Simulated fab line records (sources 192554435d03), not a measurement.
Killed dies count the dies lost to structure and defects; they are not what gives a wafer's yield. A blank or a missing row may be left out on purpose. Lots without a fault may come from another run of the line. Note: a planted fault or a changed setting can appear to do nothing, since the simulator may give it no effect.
Which tool was responsible?    flow n5-finfet    22 lots with 66 wafers sampled at 6 steps, on a route of 1938 steps

== WHAT THE GAUGES READ, wafer by wafer ==
N5_BEOL_M11_OVL_MEAS_29. Usual: V10_OVL typically reads -0.6 nm, with standard deviation 0.82.
lot   measured      on          V10_OVL (nm)    flag
L075  day 10 03:30  overlay-01  -0.5 -0.7 -1.9  
L074  day 10 03:45  overlay-01  -1.1 -0.9 -0.9  
L076  day 10 19:11  overlay-01  0.3 -0.4 0.5    
L077  day 11 01:31  overlay-02  -1.1 -1.2 -0.7  
L078  day 11 08:08  overlay-02  0.5 -0.1 -0.4   
L080  day 11 15:53  overlay-01  0.1 -0.1 -0.1   
L079  day 11 15:50  overlay-01  0.9 0.7 1.3     
L082  day 11 19:33  overlay-02  1.0 -0.3 0.5    
L081  day 11 22:28  overlay-02  -1.2 -2.3 -1.7  
L083  day 12 13:35  overlay-01  0.2 -1.0 -0.9   
L084  day 12 20:29  overlay-02  0.4 -0.3 0.1    
L086  day 12 23:22  overlay-02  -1.6 0.0 -0.5   
L087  day 13 11:00  overlay-01  -0.6 0.1 -1.0   
L090  day 14 04:38  overlay-01  -0.2 -1.8 -0.2  
L088  day 14 01:52  overlay-01  -0.2 0.3 -0.3   
L089  day 14 05:07  overlay-02  0.0 -0.2 -1.4   
L091  day 14 17:55  overlay-01  -1.8 -1.1 -2.0  
L093  day 14 22:46  overlay-02  0.0 0.0 -0.8    
L094  day 15 05:43  overlay-01  -1.7 -2.0 -1.1  
L095  day 15 12:12  overlay-01  -0.9 -2.2 -2.8  
L096  day 15 18:11  overlay-01  -1.1 -0.7 -1.0  
L097  day 16 02:40  overlay-02  -0.9 -1.3 -0.3  

== WHAT TOOL EACH LOT RAN ON (gives the tool, then ch and the chambers of the sampled wafers, and finally the start) ==
lot   N5_BEOL_M8_STRIP_36                 N5_BEOL_M9_ETCH_65                  N5_BEOL_M9_STRIP_36                 N5_BEOL_M10_CURE_71            N5_BEOL_M10_DESCUM_16
L075  rie-diel-05 ch 0,2, day 9 02:55     rie-diel-04 ch 1,2, day 9 11:49     rie-diel-04 ch 1,2, day 9 12:01     uv-cure-01 ch 0, day 9 15:07   rie-diel-05 ch 2,3, day 9 17:16
L074  rie-diel-05 ch 0,1,2, day 9 03:26   rie-diel-03 ch 0,3, day 9 12:07     rie-diel-03 ch 0,3, day 9 12:19     uv-cure-02 ch 1, day 9 15:29   rie-diel-05 ch 0,1, day 9 17:31
L076  rie-diel-02 ch 0,1,3, day 9 19:16   rie-diel-04 ch 0,3, day 10 03:39    rie-diel-04 ch 0,3, day 10 03:50    uv-cure-02 ch 2, day 10 06:58  rie-diel-06 ch 0,1,2, day 10 08:40
L077  rie-diel-06 ch 0,1,2, day 10 01:48  rie-diel-03 ch 0,1,3, day 10 09:12  rie-diel-03 ch 0,1,3, day 10 09:24  uv-cure-02 ch 0, day 10 13:38  rie-diel-02 ch 0,1, day 10 16:51
L078  rie-diel-05 ch 1,2,3, day 10 07:39  rie-diel-04 ch 0,2,3, day 10 16:06  rie-diel-04 ch 0,2,3, day 10 16:18  uv-cure-01 ch 0, day 10 20:35  rie-diel-05 ch 1,2,3, day 10 21:55
L080  rie-diel-05 ch 0,2,3, day 10 16:17  rie-diel-01 ch 0,2,3, day 10 23:04  rie-diel-01 ch 0,2,3, day 10 23:16  uv-cure-01 ch 0, day 11 02:52  rie-diel-06 ch 0,1,2, day 11 05:47
L079  rie-diel-05 ch 0,2,3, day 10 16:41  rie-diel-03 ch 0,2,3, day 11 01:28  rie-diel-03 ch 0,2,3, day 11 01:39  uv-cure-02 ch 1, day 11 04:36  rie-diel-05 ch 2,3, day 11 06:24
L082  rie-diel-02 ch 0,1,3, day 10 23:22  rie-diel-04 ch 0,1,3, day 11 05:19  rie-diel-04 ch 0,1,3, day 11 05:31  uv-cure-02 ch 2, day 11 09:34  rie-diel-02 ch 0,1,3, day 11 11:30
L081  rie-diel-02 ch 0,1,3, day 10 23:46  rie-diel-01 ch 0,3, day 11 08:08    rie-diel-01 ch 0,3, day 11 08:20    uv-cure-01 ch 0, day 11 11:16  rie-diel-02 ch 0,2,3, day 11 14:36
L083  rie-diel-06 ch 0,1, day 11 16:11    rie-diel-04 ch 0,3, day 11 22:47    rie-diel-04 ch 0,3, day 11 22:58    uv-cure-02 ch 2, day 12 01:51  rie-diel-05 ch 1,2,3, day 12 06:01
L084  rie-diel-02 ch 2,3, day 11 23:08    rie-diel-04 ch 0,1,2, day 12 07:09  rie-diel-04 ch 0,1,2, day 12 07:20  uv-cure-02 ch 2, day 12 10:44  rie-diel-05 ch 0,1, day 12 12:49
L086  rie-diel-05 ch 1,2, day 11 23:17    rie-diel-03 ch 1,2, day 12 07:38    rie-diel-03 ch 1,2, day 12 07:49    uv-cure-01 ch 1, day 12 11:29  rie-diel-02 ch 2,3, day 12 13:22
L087  rie-diel-02 ch 0,2, day 12 13:59    rie-diel-03 ch 1,2,3, day 12 20:11  rie-diel-03 ch 1,2,3, day 12 20:23  uv-cure-02 ch 0, day 12 23:25  rie-diel-02 ch 0,2, day 13 01:16
L090  rie-diel-02 ch 0,1,2, day 13 03:29  rie-diel-01 ch 1,2,3, day 13 11:23  rie-diel-01 ch 1,2,3, day 13 11:35  uv-cure-02 ch 0, day 13 14:35  rie-diel-02 ch 1,2, day 13 17:33
L088  rie-diel-06 ch 1,2,3, day 13 03:34  rie-diel-03 ch 2,3, day 13 11:02    rie-diel-03 ch 2,3, day 13 11:14    uv-cure-01 ch 2, day 13 13:50  rie-diel-02 ch 0,1,2, day 13 17:07
L089  rie-diel-05 ch 0,3, day 13 06:03    rie-diel-04 ch 0,2, day 13 14:57    rie-diel-04 ch 0,2, day 13 15:08    uv-cure-03 ch 2, day 13 18:10  rie-diel-06 ch 0,2, day 13 19:58
L091  rie-diel-06 ch 0,3, day 13 18:53    rie-diel-01 ch 0,1,2, day 14 01:52  rie-diel-01 ch 0,1,2, day 14 02:04  uv-cure-02 ch 0, day 14 05:38  rie-diel-02 ch 1,2, day 14 09:04
L093  rie-diel-06 ch 2,3, day 14 02:12    rie-diel-01 ch 0,2,3, day 14 11:59  rie-diel-01 ch 0,2,3, day 14 12:10  uv-cure-03 ch 2, day 14 15:09  rie-diel-05 ch 0,3, day 14 16:08
L094  rie-diel-02 ch 1,2,3, day 14 08:43  rie-diel-04 ch 0,1,3, day 14 14:47  rie-diel-04 ch 0,1,3, day 14 14:58  uv-cure-01 ch 2, day 14 17:23  rie-diel-05 ch 0,2,3, day 14 19:05
L095  rie-diel-02 ch 2,3, day 14 12:45    rie-diel-03 ch 0,1, day 14 20:34    rie-diel-03 ch 0,1, day 14 20:45    uv-cure-03 ch 2, day 14 23:39  rie-diel-05 ch 0,2,3, day 15 03:03
L096  rie-diel-06 ch 1,3, day 14 21:04    rie-diel-01 ch 0,1,2, day 15 04:28  rie-diel-01 ch 0,1,2, day 15 04:39  uv-cure-01 ch 2, day 15 07:58  rie-diel-06 ch 1,2,3, day 15 10:18
L097  rie-diel-06 ch 2,3, day 14 23:07    rie-diel-01 ch 1,3, day 15 05:45    rie-diel-01 ch 1,3, day 15 05:56    uv-cure-01 ch 0, day 15 09:50  rie-diel-02 ch 1,2, day 15 11:20
- N5_BEOL_M8_STRIP_36: strips in N2/H2.
- N5_BEOL_M9_ETCH_65: etches SiARC in CF4, target depth 15.6 nm, time 26 s.
- N5_BEOL_M9_STRIP_36: strips in N2/H2.
- N5_BEOL_M10_CURE_71: cures SiCOH lowk, time 240 s.
- N5_BEOL_M10_DESCUM_16: chemistry O2, time 7.9 s.

== WHAT THE TOOLS THEMSELVES READ (means of the sampled wafers that have a number; where no wafer has one, the mark that the record gives instead) ==
N5_BEOL_M8_STRIP_36. Usual: drypump-motor-current-A 5.8 A, standard deviation 0.49; oes-product-au 0.77 a.u., standard deviation 0.073; rf-vpp-V 59.2 V, standard deviation 1.4; showerhead-plenum-p-Torr 2.56 Torr, standard deviation 0.061; throttle-valve-pct 23.7 %, standard deviation 0.31.
lot   tool         drypump-motor-current-A (A)  oes-product-au (a.u.)  rf-vpp-V (V)  showerhead-plenum-p-Torr (Torr)  throttle-valve-pct (%)  flag
L075  rie-diel-05  5.1                          0.75                   58.9          2.60                             23.5                    
L074  rie-diel-05  5.5                          0.78                   59.6          2.58                             23.7                    
L076  rie-diel-02  6.2                          0.77                   60.5          2.59                             23.8                    
L077  rie-diel-06  5.9                          0.71                   59.1          2.55                             23.8                    
L078  rie-diel-05  5.5                          0.78                   58.7          2.61                             23.6                    
L080  rie-diel-05  5.3                          0.77                   59.2          2.60                             23.5                    
L079  rie-diel-05  5.3                          0.76                   60.7          2.60                             23.5                    
L082  rie-diel-02  6.2                          0.75                   59.4          2.58                             23.8                    
L081  rie-diel-02  6.3                          0.75                   59.5          2.58                             23.8                    
L083  rie-diel-06  5.9                          0.68                   59.6          2.57                             23.8                    
L084  rie-diel-02  5.4                          0.72                   59.9          2.51                             23.9                    
L086  rie-diel-05  5.8                          0.77                   56.9          2.57                             23.8                    
L087  rie-diel-02  6.1                          0.78                   59.5          2.63                             23.9                    
L090  rie-diel-02  6.0                          0.82                   60.6          2.56                             23.6                    
L088  rie-diel-06  5.6                          0.74                   59.9          2.56                             23.7                    
L089  rie-diel-05  5.5                          0.76                   58.2          2.56                             23.6                    
L091  rie-diel-06  5.9                          0.75                   60.4          2.52                             24.0                    
L093  rie-diel-06  5.6                          0.77                   58.3          2.54                             23.8                    
L094  rie-diel-02  5.8                          0.77                   59.0          2.51                             23.7                    
L095  rie-diel-02  5.6                          0.71                   60.0          2.52                             24.0                    
L096  rie-diel-06  5.7                          0.90                   59.8          2.57                             23.4                    
L097  rie-diel-06  5.6                          0.73                   59.8          2.53                             23.7                    

N5_BEOL_M9_ETCH_65. Usual: drypump-motor-current-A 5.6 A, standard deviation 0.44; etch-rf-on-time-s 26.1 s, standard deviation 0.56; oes-product-au 0.64 a.u., standard deviation 0.079; rf-vpp-V 183.9 V, standard deviation 1.2; showerhead-plenum-p-Torr 2.13 Torr, standard deviation 0.065; throttle-valve-pct 15.74 %, standard deviation 0.24.
lot   tool         drypump-motor-current-A (A)  etch-rf-on-time-s (s)  oes-product-au (a.u.)  rf-vpp-V (V)  showerhead-plenum-p-Torr (Torr)  throttle-valve-pct (%)  flag
L075  rie-diel-04  5.8                          26.0                   0.69                   184.9         2.17                             15.37                   
L074  rie-diel-03  5.4                          26.6                   0.62                   185.3         2.22                             15.89                   
L076  rie-diel-04  5.1                          26.1                   0.59                   182.8         2.06                             15.90                   
L077  rie-diel-03  5.6                          26.1                   0.62                   184.5         2.19                             15.86                   
L078  rie-diel-04  5.4                          26.4                   0.59                   183.2         2.12                             15.77                   
L080  rie-diel-01  5.8                          26.1                   0.68                   183.5         2.12                             15.66                   
L079  rie-diel-03  5.5                          26.2                   0.62                   184.8         2.17                             15.93                   
L082  rie-diel-04  5.6                          25.8                   0.65                   184.2         2.09                             15.80                   
L081  rie-diel-01  5.4                          25.4                   0.75                   183.8         2.14                             15.62                   
L083  rie-diel-04  5.1                          25.7                   0.59                   183.2         2.06                             15.92                   
L084  rie-diel-04  5.5                          25.7                   0.65                   183.4         2.11                             15.54                   
L086  rie-diel-03  5.6                          26.3                   0.61                   183.3         2.08                             15.93                   
L087  rie-diel-03  5.5                          26.6                   0.61                   184.0         2.13                             15.93                   
L090  rie-diel-01  6.0                          26.4                   0.64                   184.3         2.11                             15.59                   
L088  rie-diel-03  5.4                          26.0                   0.61                   183.2         2.10                             15.99                   
L089  rie-diel-04  5.4                          26.3                   0.58                   183.2         2.13                             15.54                   
L091  rie-diel-01  5.9                          25.6                   0.70                   184.8         2.16                             15.58                   
L093  rie-diel-01  5.8                          26.1                   0.65                   183.8         2.11                             15.72                   
L094  rie-diel-04  5.6                          25.8                   0.71                   183.4         2.08                             15.68                   
L095  rie-diel-03  5.7                          26.6                   0.59                   185.1         2.16                             15.90                   
L096  rie-diel-01  5.9                          25.8                   0.68                   183.6         2.15                             15.60                   
L097  rie-diel-01  5.9                          26.4                   0.66                   184.0         2.12                             15.46                   

N5_BEOL_M9_STRIP_36. Usual: drypump-motor-current-A 5.6 A, standard deviation 0.44; oes-product-au 0.75 a.u., standard deviation 0.091; rf-vpp-V 59.2 V, standard deviation 1.4; showerhead-plenum-p-Torr 2.52 Torr, standard deviation 0.083; throttle-valve-pct 23.7 %, standard deviation 0.32.
lot   tool         drypump-motor-current-A (A)  oes-product-au (a.u.)  rf-vpp-V (V)  showerhead-plenum-p-Torr (Torr)  throttle-valve-pct (%)  flag
L075  rie-diel-04  5.8                          0.80                   60.0          2.58                             23.3                    
L074  rie-diel-03  5.4                          0.73                   59.5          2.63                             23.6                    
L076  rie-diel-04  5.1                          0.68                   59.0          2.44                             24.1                    
L077  rie-diel-03  5.6                          0.73                   60.0          2.60                             23.7                    
L078  rie-diel-04  5.4                          0.70                   59.8          2.51                             23.8                    
L080  rie-diel-01  5.8                          0.80                   60.3          2.51                             23.7                    
L079  rie-diel-03  5.5                          0.72                   61.6          2.56                             23.8                    
L082  rie-diel-04  5.6                          0.76                   59.6          2.47                             23.8                    
L081  rie-diel-01  5.5                          0.88                   58.3          2.53                             23.6                    
L083  rie-diel-04  5.1                          0.67                   59.5          2.43                             24.1                    
L084  rie-diel-04  5.5                          0.76                   57.5          2.50                             23.6                    
L086  rie-diel-03  5.6                          0.72                   58.3          2.44                             24.0                    
L087  rie-diel-03  5.5                          0.72                   58.6          2.51                             23.8                    
L090  rie-diel-01  6.1                          0.74                   58.6          2.50                             23.6                    
L088  rie-diel-03  5.4                          0.70                   60.1          2.48                             23.8                    
L089  rie-diel-04  5.4                          0.68                   59.2          2.54                             23.6                    
L091  rie-diel-01  5.8                          0.81                   59.7          2.55                             23.6                    
L093  rie-diel-01  5.8                          0.77                   58.8          2.50                             23.7                    
L094  rie-diel-04  5.6                          0.84                   58.6          2.45                             23.8                    
L095  rie-diel-03  5.8                          0.70                   59.0          2.55                             24.0                    
L096  rie-diel-01  5.8                          0.79                   60.6          2.54                             23.6                    
L097  rie-diel-01  5.9                          0.76                   58.0          2.50                             23.4                    

N5_BEOL_M10_CURE_71. Usual: lamp-power-pct 52.32 %, standard deviation 0.055; wafer_temp_C_max 386.6, standard deviation 0.64.
lot   tool        lamp-power-pct (%)  wafer_temp_C_max  flag
L075  uv-cure-01  52.33               386.7             
L074  uv-cure-02  52.36               386.3             
L076  uv-cure-02  52.30               386.2             
L077  uv-cure-02  52.33               386.0             
L078  uv-cure-01  52.30               386.6             
L080  uv-cure-01  52.30               387.1             
L079  uv-cure-02  52.35               386.5             
L082  uv-cure-02  52.33               386.0             
L081  uv-cure-01  52.26               387.0             
L083  uv-cure-02  52.29               386.1             
L084  uv-cure-02  52.32               386.5             
L086  uv-cure-01  52.35               388.1             
L087  uv-cure-02  52.35               386.1             
L090  uv-cure-02  52.34               386.2             
L088  uv-cure-01  52.35               386.6             
L089  uv-cure-03  52.37               387.9             
L091  uv-cure-02  52.29               386.3             
L093  uv-cure-03  52.28               387.1             
L094  uv-cure-01  52.35               386.1             
L095  uv-cure-03  52.34               387.2             
L096  uv-cure-01  52.28               386.4             
L097  uv-cure-01  52.33               386.9             

N5_BEOL_M10_DESCUM_16. Usual: drypump-motor-current-A 5.8 A, standard deviation 0.52; oes-product-au 0.77 a.u., standard deviation 0.078; rf-vpp-V 243.4 V, standard deviation 1.1; showerhead-plenum-p-Torr 2.11 Torr, standard deviation 0.051; throttle-valve-pct 20.5 %, standard deviation 0.34.
lot   tool         drypump-motor-current-A (A)  oes-product-au (a.u.)  rf-vpp-V (V)  showerhead-plenum-p-Torr (Torr)  throttle-valve-pct (%)  flag
L075  rie-diel-05  5.3                          0.78                   244.8         2.20                             20.3                    
L074  rie-diel-05  5.7                          0.79                   243.5         2.11                             20.7                    
L076  rie-diel-06  5.9                          0.71                   243.8         2.11                             20.6                    
L077  rie-diel-02  6.3                          0.74                   243.3         2.10                             20.3                    
L078  rie-diel-05  5.5                          0.78                   244.8         2.16                             20.4                    
L080  rie-diel-06  5.9                          0.71                   244.1         2.10                             20.6                    
L079  rie-diel-05  5.1                          0.74                   244.4         2.18                             20.3                    
L082  rie-diel-02  6.2                          0.75                   243.3         2.11                             20.5                    
L081  rie-diel-02  5.8                          0.76                   242.8         2.13                             20.7                    
L083  rie-diel-05  5.5                          0.76                   244.7         2.16                             20.4                    
L084  rie-diel-05  5.7                          0.77                   242.7         2.10                             20.8                    
L086  rie-diel-02  5.6                          0.72                   242.7         2.09                             20.9                    
L087  rie-diel-02  6.0                          0.77                   243.8         2.15                             20.6                    
L090  rie-diel-02  5.5                          0.77                   243.4         2.07                             20.6                    
L088  rie-diel-02  6.0                          0.82                   242.9         2.10                             20.4                    
L089  rie-diel-06  5.8                          0.71                   243.1         2.07                             20.5                    
L091  rie-diel-02  5.5                          0.76                   242.7         2.07                             20.6                    
L093  rie-diel-05  5.5                          0.75                   243.7         2.13                             20.7                    
L094  rie-diel-05  5.3                          0.74                   243.6         2.15                             20.5                    
L095  rie-diel-05  5.3                          0.73                   243.1         2.15                             20.5                    
L096  rie-diel-06  5.6                          0.81                   242.9         2.11                             20.4                    
L097  rie-diel-02  5.9                          0.83                   242.3         2.05                             20.2                    

== THE ANSWER, worked out from the rows above alone ==
Rule: a lot is off if the mean of its wafers that have a number lies more than 3 standard deviations from the usual mean. Also off: a lot with no number at a reading for which 4 or more lots have one. The other lots that the step has rows for count as sound. The gauges are gone through in route order, then the tools' own readings, and for those a lot's mean is taken as printed above. The first step at which some lot is off is used, and at that step the reading that is off furthest; a lot without a number counts as furthest.
No lot is off at any reading shown: from this, nothing can be told.

== WHAT THE SIMULATOR HAD INSERTED ==
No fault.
